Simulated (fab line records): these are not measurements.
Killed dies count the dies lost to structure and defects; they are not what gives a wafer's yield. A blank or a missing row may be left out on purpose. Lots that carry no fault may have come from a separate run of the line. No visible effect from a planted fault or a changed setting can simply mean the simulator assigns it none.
Which tool was responsible? || flow n5 finfet || 12 lots, 36 wafers sampled, at 3 steps of a route of 1938

WHAT EACH GAUGE READ, for each wafer
N5_BEOL_M4_OVL_MEAS_29.
{"lot": "L076", "measured": "day 8 04:23", "on": "overlay-02", "V3_OVL (nm)": "-0.2 -0.6 -0.4"}
{"lot": "L078", "measured": "day 9 03:39", "on": "overlay-02", "V3_OVL (nm)": "-0.4 -0.1 0.1"}
{"lot": "L079", "measured": "day 10 00:47", "on": "overlay-01", "V3_OVL (nm)": "0.3 -0.3 -1.0"}
{"lot": "L081", "measured": "day 10 10:03", "on": "overlay-01", "V3_OVL (nm)": "0.6 0.1 1.3"}
{"lot": "L084", "measured": "day 10 19:31", "on": "overlay-02", "V3_OVL (nm)": "0.1 0.4 -0.3"}
{"lot": "L082", "measured": "day 11 01:04", "on": "overlay-01", "V3_OVL (nm)": "-0.3 -0.4 0.7"}
{"lot": "L086", "measured": "day 11 07:08", "on": "overlay-01", "V3_OVL (nm)": "0.7 0.6 1.8"}
{"lot": "L088", "measured": "day 11 20:59", "on": "overlay-01", "V3_OVL (nm)": "0.7 -0.1 0.0"}
{"lot": "L091", "measured": "day 12 13:43", "on": "overlay-01", "V3_OVL (nm)": "-1.4 -0.6 -0.5"}
{"lot": "L093", "measured": "day 13 02:30", "on": "overlay-02", "V3_OVL (nm)": "0.4 -0.2 0.1"}
{"lot": "L095", "measured": "day 13 08:52", "on": "overlay-01", "V3_OVL (nm)": "0.0 -0.6 0.1"}
{"lot": "L097", "measured": "day 13 21:49", "on": "overlay-01", "V3_OVL (nm)": "0.6 -0.2 0.0"}

WHICH TOOL RAN EACH LOT (tool, then ch and the chambers of the sampled wafers, then the start)
{"lot": "L076", "N5_BEOL_M4_DESCUM_16": "rie diel-06 ch 2,3, day 8 03:28", "N5_BEOL_M4_STRIP_66": "rie diel-06 ch 2,3, day 8 03:41"}
{"lot": "L078", "N5_BEOL_M4_DESCUM_16": "rie diel-06 ch 0,1, day 9 02:44", "N5_BEOL_M4_STRIP_66": "rie diel-06 ch 0,1, day 9 02:57"}
{"lot": "L079", "N5_BEOL_M4_DESCUM_16": "rie diel-06 ch 0,1,2, day 9 23:46", "N5_BEOL_M4_STRIP_66": "rie diel-06 ch 0,1,2, day 9 23:59"}
{"lot": "L081", "N5_BEOL_M4_DESCUM_16": "rie diel-06 ch 1,3, day 10 09:10", "N5_BEOL_M4_STRIP_66": "rie diel-06 ch 1,3, day 10 09:23"}
{"lot": "L084", "N5_BEOL_M4_DESCUM_16": "rie diel-01 ch 0,2,3, day 10 18:43", "N5_BEOL_M4_STRIP_66": "rie diel-01 ch 0,2,3, day 10 18:56"}
{"lot": "L082", "N5_BEOL_M4_DESCUM_16": "rie diel-01 ch 0,1,2, day 11 00:16", "N5_BEOL_M4_STRIP_66": "rie diel-01 ch 0,1,2, day 11 00:29"}
{"lot": "L086", "N5_BEOL_M4_DESCUM_16": "rie diel-06 ch 0,1,3, day 11 06:16", "N5_BEOL_M4_STRIP_66": "rie diel-06 ch 0,1,3, day 11 06:28"}
{"lot": "L088", "N5_BEOL_M4_DESCUM_16": "rie diel-03 ch 1,2,3, day 11 20:13", "N5_BEOL_M4_STRIP_66": "rie diel-03 ch 1,2,3, day 11 20:25"}
{"lot": "L091", "N5_BEOL_M4_DESCUM_16": "rie diel-03 ch 1,2,3, day 12 12:56", "N5_BEOL_M4_STRIP_66": "rie diel-03 ch 1,2,3, day 12 13:09"}
{"lot": "L093", "N5_BEOL_M4_DESCUM_16": "rie diel-03 ch 0,1, day 13 01:38", "N5_BEOL_M4_STRIP_66": "rie diel-03 ch 0,1, day 13 01:50"}
{"lot": "L095", "N5_BEOL_M4_DESCUM_16": "rie diel-01 ch 1,2,3, day 13 08:01", "N5_BEOL_M4_STRIP_66": "rie diel-01 ch 1,2,3, day 13 08:14"}
{"lot": "L097", "N5_BEOL_M4_DESCUM_16": "rie diel-06 ch 0,1,3, day 13 21:02", "N5_BEOL_M4_STRIP_66": "rie diel-06 ch 0,1,3, day 13 21:14"}
- N5_BEOL_M4_DESCUM_16: chemistry O2, time 7 s.
- N5_BEOL_M4_STRIP_66: strips in CF4.

THE ANSWER, worked out from the rows above alone
Rule: what is usual is taken from the lots themselves. The widest of any qualifying gaps counts: lots, ordered by their means at a reading, are off when they make up no more than a third of the lots, leave a main group of 4 or more, and stand apart from it by 3 or more times the standard deviation of that group's means. A main group is skipped when, at the precision printed for the reading in the tables above, its means are all equal. Also off: a lot with no number at a reading for which 4 or more lots have one. Where the step has rows for the other lots, those lots are counted as sound.
Nothing can be told from this: no lot is off at any reading shown.

WHAT WAS PUT IN BY THE SIMULATOR
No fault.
